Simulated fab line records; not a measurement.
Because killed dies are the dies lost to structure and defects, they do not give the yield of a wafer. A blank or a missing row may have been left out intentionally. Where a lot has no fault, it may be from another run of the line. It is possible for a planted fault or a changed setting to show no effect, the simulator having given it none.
Comparing a struck lot with a sound one ; flow nand_harc ; 14 steps out of a route of 1302
Sound: the wafers L352.1, L352.3, L352.6. Wafers L350.1, L350.3, L350.4 were the ones struck. The cause is given at the end.
Per side, at each step with rows, come the tool, then ch with its chambers, and then its first start. Under that, the readings that differ: sound wafers ; struck wafers ; difference of the means ; sigmas: that difference in standard deviations of wafers without a fault.
alike: same words and numbers on both sides, and readings whose means sit less than 2 such deviations apart. not compared: any withheld reading, any reading some wafer has no value for, any bound like >300 that may hide the same value, and any number with overlapping values for which the record gives no deviation.
A row with sigmas, a row that says differs or no value, or rows on one side alone: a step with any of these is where the two part. When numbers do not overlap yet have no deviation, they are printed without sigmas and do not part them. A reading that every wafer of one side lacks parts them only if that side has two wafers or more.

first, 4 steps without rows for these wafers: NHARC_P_GATE_PRECLEAN_71 (cleans in SC1); NHARC_P_GATE_SRD_72; NHARC_P_GATE_OXIDE_16 (material SiO2, target thk 3 nm, ox time 392 s); NHARC_P_GATE_CVD_17 (deposits poly-Si, target thk 150 nm, time 900 s).
NHARC_P_GATE_HM_DEP_102: deposits aC, target thk 120 nm.
  sound on acl_dep-01 ch 0, day 13 07:58; struck on acl_dep-01 ch 0, day 12 16:24
  alike: throttle_valve_pct
NHARC_P_GATE_DEP_103: deposits SiON, target thk 30 nm.
  sound on pecvd-03 ch 1,2, day 13 08:40; struck on pecvd-01 ch 1,2, day 12 17:07
  alike: heater_power_w
then, 6 steps without rows for these wafers: NHARC_P_GATE_DEHYDRATE_18 (time 120 s); NHARC_P_GATE_HMDS_19 (time 30 s); NHARC_P_GATE_COAT_20 (resist thk 90 nm); NHARC_P_GATE_SOFTBAKE_21 (time 55 s); NHARC_P_GATE_EBR_22; NHARC_P_GATE_EXPOSE_23 (exposes mask P GATE, target cd 120 nm).
NHARC_P_GATE_PEB_24: peb time 65 s.
  struck on litho_track-01, day 12 17:41; sound on litho_track-04 ch 0, day 13 09:14
  no value came back on the struck wafers for chill_plate_temp_C (C), exhaust_pa (Pa); on the sound wafers chill_plate_temp_C (C) reads 23.07 22.89 23.06
then, 1 step without rows for these wafers: NHARC_P_GATE_DEVELOP_25 (develop time 35 s).

## WHERE THEY PART
At NHARC_P_GATE_PEB_24 and nowhere else, as far as this record goes.

WHY: whatever the simulator had introduced
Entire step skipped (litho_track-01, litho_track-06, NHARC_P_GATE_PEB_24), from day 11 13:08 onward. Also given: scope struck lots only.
